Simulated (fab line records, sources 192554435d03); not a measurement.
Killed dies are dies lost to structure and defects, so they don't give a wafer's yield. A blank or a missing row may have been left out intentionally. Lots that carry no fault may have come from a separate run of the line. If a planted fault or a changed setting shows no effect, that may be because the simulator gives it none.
Comparing a struck lot with a sound one | flow n5-finfet | 38 steps out of a route of 1938
Sound: wafers L231.1, L231.6. Struck: wafers L214.3, L214.6. (L214.5 of the same lot was not struck and is left out.) The cause comes at the end.
Each step with rows lists, per side, the tool, then ch with its chambers, then its first start. Under that, the readings that differ: sound wafers | struck wafers | difference of the means | sigmas: that difference in standard deviations of wafers without a fault.
alike: readings whose means differ by less than 2 such deviations, and words and numbers that are the same on both sides. not compared: withheld readings, readings that some wafer has no value for, bounds like >300 that may hide the same value, and numbers for which the record gives no deviation and whose values overlap.
A row with sigmas, a row that says differs or no value, or rows on one side alone: a step with any of these is where the two part. Non-overlapping numbers with no deviation appear without sigmas and do not part them. A reading missing from all wafers of one side parts the sides only when that side holds two or more wafers.

first, 11 steps without rows for these wafers: N5_FIN_SAQP_DESCUM_21 (chemistry O2, time 7.9 s); N5_FIN_SAQP_ETCH_51 (etches SiARC in CF4, target depth 45.5 nm, time 75.8 s); N5_FIN_SAQP_ETCH_52 (etches SOC in N2/H2, target depth 100 nm, overetch 20 nm, time 150 s); N5_FIN_SAQP_STRIP_53 (strips in N2/H2); N5_FIN_SAQP_HM_OPEN_73 (chemistry CHF3/O2, target SiO2, stops on a-Si, target depth 12 nm, time 16.8 s); N5_FIN_SAQP_STRIP_74 (strips in CHF3/O2); N5_FIN_SAQP_MANDREL_ETCH_22 (etches a-Si in HBr/Cl2, stops on SiNx, target depth 60 nm, bt time 10 s, time 30 s); N5_FIN_SAQP_STRIP_55 (strips in N2/H2); N5_FIN_SAQP_STRIP_23 (strips in SPM, time 750 s); N5_FIN_SAQP_SRD_66 (time 30 s); N5_FIN_SAQP_RECESS_75 (chemistry HF/NH3, target SiO2, target depth 14.4 nm, afs cycles 3, sublimation time 60 s).
N5_FIN_SAQP_SPACER1_ALD_24: deposits SiO2, target thk 20.3 nm, pulse time 1 s, purge time 2 s.
  sound on ald-sin-03 ch 0,2, day 7 07:11; struck on ald-sin-02 ch 0, day 3 02:29
  reading                                           | sound     | struck    | difference | sigmas
  ald-cycles                                        | 218 218   | 315 315   | +97        |
  model.SiO2_of_FIN_SAQP_SPACER1_ALD_24.thk-nm (nm) | 20.4 20.4 | 29.2 29.2 | +8.8       |
  alike: heater-power-w, precursor-pulse-height-rel
then, 1 step without rows for these wafers: N5_FIN_SAQP_SPACER1_ETCHBACK_25 (etches SiO2 in CHF3/O2, target depth 24.4 nm, time 12.2 s).
N5_FIN_SAQP_MANDREL1_REMOVE_56: chemistry HBr/Cl2/O2, target a-Si, stops on SiNx, bt time 10 s.
  sound on rie-si-06 ch 0,1, day 7 08:10; struck on rie-si-06 ch 0,3, day 3 03:28
  reading                   | sound     | struck    | difference | sigmas
  model.FIN_SAQP.cd-nm (nm) | 20.4 20.4 | 29.2 29.2 | +8.8       |
  alike: chamber-pressure-mTorr, drypump-motor-current-A, oes-product-au, throttle-valve-pct
  not compared: rf-hours-counter-h
N5_FIN_SAQP_CD_MEAS_27: target cd 20 nm.
  sound on cd-sem-01 ch 0, day 7 08:16; struck on cd-sem-03 ch 0, day 3 03:35
  reading    | sound       | struck      | difference | sigmas
  cd-nm (nm) | 20.82 20.39 | 29.22 29.13 | +8.57      | +37
then, 21 steps without rows for these wafers: N5_FIN_SAQP_ETCH_57 (etches SiNx in CH3F/O2, target depth 32.5 nm, time 46.4 s); N5_FIN_SAQP_ETCH_65 (etches SiO2 in CF4, target depth 4 nm, time 4.4 s); N5_FIN_SAQP_MANDREL_ETCH_58 (etches a-Si in HBr/Cl2, stops on SiNx, target depth 45 nm, bt time 10 s, time 27 s); N5_FIN_SAQP_RECESS_63 (chemistry HF/NH3, target SiO2, target depth 18 nm, afs cycles 3, sublimation time 60 s); N5_FIN_SAQP_COAT_68 (time 60 s, resist thk 100 nm); N5_FIN_SAQP_ETCH_69 (etches SOC in N2/H2, stops on SiNx, target depth 150 nm); N5_FIN_SAQP_ETCH_67 (etches SiNx in CH3F/O2, target depth 30 nm); N5_FIN_SAQP_STRIP_70 (strips in N2/H2); N5_FIN_SAQP_RECESS_71 (chemistry HF/NH3, target SiO2, target depth 3 nm, afs cycles 1, sublimation time 60 s); N5_FIN_SAQP_SPACER2_ALD_28 (deposits SiO2, target thk 8.1 nm, pulse time 1 s, purge time 2 s); N5_FIN_SAQP_SPACER2_ETCHBACK_29 (etches SiO2 in CHF3/O2, target depth 12.2 nm, time 6.1 s); N5_FIN_SAQP_MANDREL2_REMOVE_60 (chemistry HBr/Cl2/O2, target a-Si, stops on SiNx, bt time 10 s); N5_FIN_SAQP_HM_OPEN_33 (chemistry CH3F/O2, target SiNx, target depth 49.4 nm, time 70.6 s); N5_FIN_SAQP_ETCH_34 (etches SiO2 in C4F6/O2, target depth 45 nm, time 15 s); N5_FIN_SAQP_STRIP_77 (strips in N2/H2, time 90 s); N5_FIN_SAQP_ETCH_64 (etches SiO2 in CF4, target depth 1.5 nm); N5_FIN_SAQP_FIN_ETCH_36 (etches the open film in HBr/Cl2/O2, target depth 120 nm, time 50.4 s); N5_FIN_SAQP_PRECLEAN_38 (cleans in O3/DIW, time 45 s); N5_FIN_SAQP_PRECLEAN_45 (cleans in dHF, time 10 s); N5_FIN_SAQP_SRD_39 (time 30 s); N5_FIN_CUT_COAT_18 (time 60 s, resist thk 230 nm).
N5_BEOL_M4_RC_MEAS_101:
  the record has rows for the sound wafers here (prober-01 ch 0, day 13 19:56) and none for the struck ones
-- a jump in the record: the struck wafers' starts before and after are 10 days apart (it breaks off in module BEOL_M4 and resumes in module PASSIVATION, where the first step shown is number 1936 of the route) --
N5_PASSIVATION_PROBE_49:
  sound: prober-01 at day 18 06:06; struck: prober-02 at day 13 14:58
  reading                  | sound     | struck    | difference | sigmas
  defect-limited-yield (%) | 91.2 91.9 | 0 0       | -92        | -70
  killed-at-front-end      | 46 41     | 1119 1132 | +1082      | +99 or more
  killed-dies              | 104 96    | 1180 1180 | +1080      | +72
  killed-on-rim            | 21 11     | 152 152   | +136       | +34
  sort_bin_5_function (%)  | 5.3 4.9   | 96.2 96.1 | +91.1      | +98
  sort-n-pass              | 1076 1084 | 0 0       | -1080      | -72
  sort-yield-pct (%)       | 91.2 91.9 | 0 0       | -92        | -70
  alike: killed_at_M0_to_M3, killed_at_M4_up, killed-at-contacts, killed-at-other, killed-open, killed-short, sort_bin_6_memory

WHERE THEY PART
Earliest at N5_FIN_SAQP_CD_MEAS_27; latest, in this record, at N5_PASSIVATION_PROBE_49.

WHY: whatever the simulator had introduced
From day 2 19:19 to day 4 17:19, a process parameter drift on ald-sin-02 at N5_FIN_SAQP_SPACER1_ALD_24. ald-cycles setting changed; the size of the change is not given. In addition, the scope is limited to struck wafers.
